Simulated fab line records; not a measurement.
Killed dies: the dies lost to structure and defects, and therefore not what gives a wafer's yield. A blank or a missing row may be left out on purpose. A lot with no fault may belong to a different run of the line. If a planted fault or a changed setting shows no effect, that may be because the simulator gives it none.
One fault seen from 2 desks	flow nand harc	each desk holds nothing but its own numbers, with what lay behind them at the end

## METROLOGY DESK
What the gauges read for every lot (on any tool): the sampled wafers with a number, averaged. Marked OUT: a lot whose mean sits more than 4 standard deviations from the usual mean, which makes it out of limits; the brackets give that distance.
Columns: A = cd nm at NHARC_A_SLIT_CD_MEAS_21, usual 289.6 nm
lot	first seen here	A
L509	day 14 06:49	290.2
L512	day 15 00:55	289.5
L511	day 15 02:37	289.8
L510	day 15 04:16	287.9
L516	day 15 10:43	289.8
L513	day 15 12:27	289.9
L519	day 16 22:40	289.5
L523	day 18 03:19	289.7
L526	day 18 05:00	288.3
L531	day 19 17:17	289.5
L530	day 19 19:03	289.3
L532	day 20 13:28	290.0
This desk found nothing out of limits on any of the 12 lots.

## TOOL OWNER'S DESK, rie metal-02
The tool's own readings at NHARC_A_WL_FILL_ETCHBACK_17 (etches the open film in Cl2/BCl3, target depth 4 nm, time 26.7 s): means of the sampled wafers that have a number, for each lot that ran on this tool. Marked OUT: a lot whose mean sits more than 4 standard deviations from the usual mean, which makes it out of limits; the brackets give that distance.
Columns: A = drypump motor current A at NHARC_A_WL_FILL_ETCHBACK_17, usual 5.6 A; B = oes product au at NHARC_A_WL_FILL_ETCHBACK_17, usual 1.001 a.u.; C = run length s at NHARC_A_WL_FILL_ETCHBACK_17, usual 48.1 s
lot	first seen here	A	B	C
L509	day 15 01:55	5.2	0.993	48.6
L512	day 16 07:38	5.4	1.004	48.1
L519	day 18 14:40	5.4	1.008	38.4 (-25) OUT
L523	day 19 07:13	5.2	1.002	38.6 (-24) OUT
This desk finds L519, L523 out of limits, L519 being first, at day 18 14:40 (run length s at NHARC_A_WL_FILL_ETCHBACK_17). In limits: L509, L512.

## TAKEN TOGETHER
An alarm could have come from the tool owner's desk at day 18 14:40, on L519, L523.
From the metrology desk's view, nothing was out of limits.
The metrology desk has L519, L523 on record, within its limits.
NHARC_A_WL_FILL_ETCHBACK_17 was run on rie metal-02 by each of the lots named.

## WHAT THE SIMULATOR PUT IN
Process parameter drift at NHARC_A_WL_FILL_ETCHBACK_17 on rie metal-02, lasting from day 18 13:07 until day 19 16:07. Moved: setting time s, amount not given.
Struck lots among those shown: L519, L523.
How many hours passed from the start of the fault until each desk's first out-of-limits reading: the tool owner's desk, 2.
